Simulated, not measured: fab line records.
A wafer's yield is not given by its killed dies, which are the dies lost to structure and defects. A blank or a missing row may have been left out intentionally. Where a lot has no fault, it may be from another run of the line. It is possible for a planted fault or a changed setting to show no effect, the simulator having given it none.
Split-lot study + flow n5Finfet + 21 wafers read across 7 lots, on a route 1938 steps long

== THE SPLIT ==
At N5_BEOL_M7_HM_DEP_02 (deposits TiN, target thk 20 nm), the setting targetThkA was moved away from the recipe's 200 angstrom on 6 of the 21 wafers read, by -7.2% to +4.6%. This setting was run at the recipe's value on the other wafers.

== FROM THE SPLIT TO THE READING: what the file shows between them, 8 steps ==
- N5_BEOL_M7_COAT_59: time 60 s, resist thk 100 nm
- N5_BEOL_M7_COAT_60: time 60 s, resist thk 35 nm
- N5_BEOL_M7_STRIP_68: strips in N2/H2
- N5_BEOL_M7_STRIP_67: strips in CF4
- N5_BEOL_M7_HM_OPEN_17: chemistry Cl2/BCl3, target TiN, target depth 20 nm, overetch 6 nm
- N5_BEOL_M7_STRIP_19: strips in O2
- N5_BEOL_M7_STRIP_76: strips in C4F6/O2
- N5_BEOL_M7_STRIP_36: strips in N2/H2

== THE READING ==
TiN_of_BEOL_M7_HM_DEP_02.thkNm (the simulator's own value, which no gauge read), in nm, at N5_BEOL_M7_TRENCH_ETCH_37 (etches SiCOH lowk in C4F6/O2, target depth 93.478 nm, time 31.2 s). There is no usual value for it anywhere in the file. Average 17.5 nm, standard deviation 0.19 nm, over the 15 wafers here run with the recipe.

| wafer  | tool, chamber at the split | targetThkA as run, angstrom | against the recipe | TiN_of_BEOL_M7_HM_DEP_02.thkNm, nm | against lot-mates on the recipe |
|--------|----------------------------|-----------------------------|--------------------|------------------------------------|---------------------------------|
| L075.4 | pvdSputter-03, -           | 185.6                       | -7.2%              | 15.8                               | -1.6                            |
| L075.6 | pvdSputter-03, -           | 185.6                       | -7.2%              | 15.8                               | -1.6                            |
| L075.5 | pvdSputter-03, -           | 200                         | recipe             | 17.4                               | -                               |
| L077.1 | pvdSputter-03, -           | 200                         | recipe             | 17.2                               | -                               |
| L077.5 | pvdSputter-03, -           | 200                         | recipe             | 17.2                               | -                               |
| L077.2 | pvdSputter-03, -           | 200                         | recipe             | 17.4                               | -                               |
| L078.1 | pvdSputter-02, -           | 200                         | recipe             | 17.4                               | -                               |
| L078.5 | pvdSputter-02, -           | 200                         | recipe             | 17.4                               | -                               |
| L078.4 | pvdSputter-02, -           | 200                         | recipe             | 17.6                               | -                               |
| L076.1 | pvdSputter-01, -           | 200                         | recipe             | 17.8                               | -                               |
| L076.3 | pvdSputter-01, -           | 200                         | recipe             | 17.8                               | -                               |
| L076.6 | pvdSputter-01, -           | 200                         | recipe             | 17.6                               | -                               |
| L092.3 | pvdSputter-01, -           | 207.3                       | +3.6%              | 18.2                               | +0.9                            |
| L092.4 | pvdSputter-01, -           | 200                         | recipe             | 17.2                               | -                               |
| L092.5 | pvdSputter-01, -           | 200                         | recipe             | 17.4                               | -                               |
| L095.3 | pvdSputter-01, -           | 187                         | -6.5%              | 16.2                               | -1.3                            |
| L095.4 | pvdSputter-01, -           | 200                         | recipe             | 17.4                               | -                               |
| L095.5 | pvdSputter-01, -           | 200                         | recipe             | 17.6                               | -                               |
| L096.1 | pvdSputter-01, -           | 209.3                       | +4.6%              | 18.2                               | +0.8                            |
| L096.2 | pvdSputter-01, -           | 209.3                       | +4.6%              | 18.4                               | +1.0                            |
| L096.4 | pvdSputter-01, -           | 200                         | recipe             | 17.4                               | -                               |

THE FIT
A straight line over all 21 wafers: TiN_of_BEOL_M7_HM_DEP_02.thkNm changes by +0.209 nm for each +1% of targetThkA; r = +0.97; the points scatter about the line by 0.18 nm.
The same after taking each lot's own level away (the mean of its wafers on the recipe; 21 wafers): +0.213 nm for each +1%; r = +0.99; scatter 0.099 nm.
According to that fit, moving targetThkA by its largest amount changes the reading by 1.5 nm.
Across the lots, their own levels run from 17.27 to 17.73 nm, a range of 2.5 times the standard deviation given above.
So the lot-to-lot level changes the slope little: the two slopes agree.
Check: with one of the wafers moved furthest among these (-7.2%) left out of the fit, the line predicts -1.51 nm for it against its lot-mates. It came out at -1.6 nm against them.

== OTHER SPLITS ON THESE WAFERS ==
These wafers also went through other splits before the reading. Each is held against what the fit with the lots' levels taken away leaves over:
| other split on the same wafers         | wafers away from the commonest value | r with TiN_of_BEOL_M7_HM_DEP_02.thkNm (lot level and that fit taken away) |
|----------------------------------------|--------------------------------------|---------------------------------------------------------------------------|
| N5_BEOL_M5_ETCH_68 timeS               | 6                                    | +0.06                                                                     |
| N5_BEOL_M5_TRENCH_ETCH_37 timeS        | 5                                    | +0.13                                                                     |
| N5_BEOL_M6_TRENCH_ETCH_37 biasW        | 9                                    | +0.13                                                                     |
| N5_BEOL_M6_ALD_77 coReactantPulseTimeS | 8                                    | +0.18                                                                     |
| N5_BEOL_M6_DEP_56 timeS                | 8                                    | +0.38                                                                     |

== THE WHOLE CHAIN: every reading that the file lists as answering this split, in the file's order ==
| step                      | what it does                                                      | reading                                                                         | change (the file's fit)               | r (the file's) |
|---------------------------|-------------------------------------------------------------------|---------------------------------------------------------------------------------|---------------------------------------|----------------|
| N5_BEOL_M7_HM_DEP_02      | deposits TiN, target thk 20 nm                                    | TiN_of_BEOL_M7_HM_DEP_02.thkNm (the simulator's own value, which no gauge read) | +0.216 nm for each +1% of the setting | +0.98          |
| N5_BEOL_M7_HM_OPEN_17     | chemistry Cl2/BCl3, target TiN, target depth 20 nm, overetch 6 nm | etch.depthNm (the simulator's own value, which no gauge read)                   | +0.212 nm for each +1% of the setting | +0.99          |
| N5_BEOL_M7_TRENCH_ETCH_37 | etches SiCOH lowk in C4F6/O2, target depth 93.478 nm, time 31.2 s | TiN_of_BEOL_M7_HM_DEP_02.thkNm (the simulator's own value, which no gauge read) | +0.213 nm for each +1% of the setting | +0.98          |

== THE FILE'S OWN FIT ==
TiN_of_BEOL_M7_HM_DEP_02.thkNm changes by +0.213 nm for each +1% of targetThkA, r = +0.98.
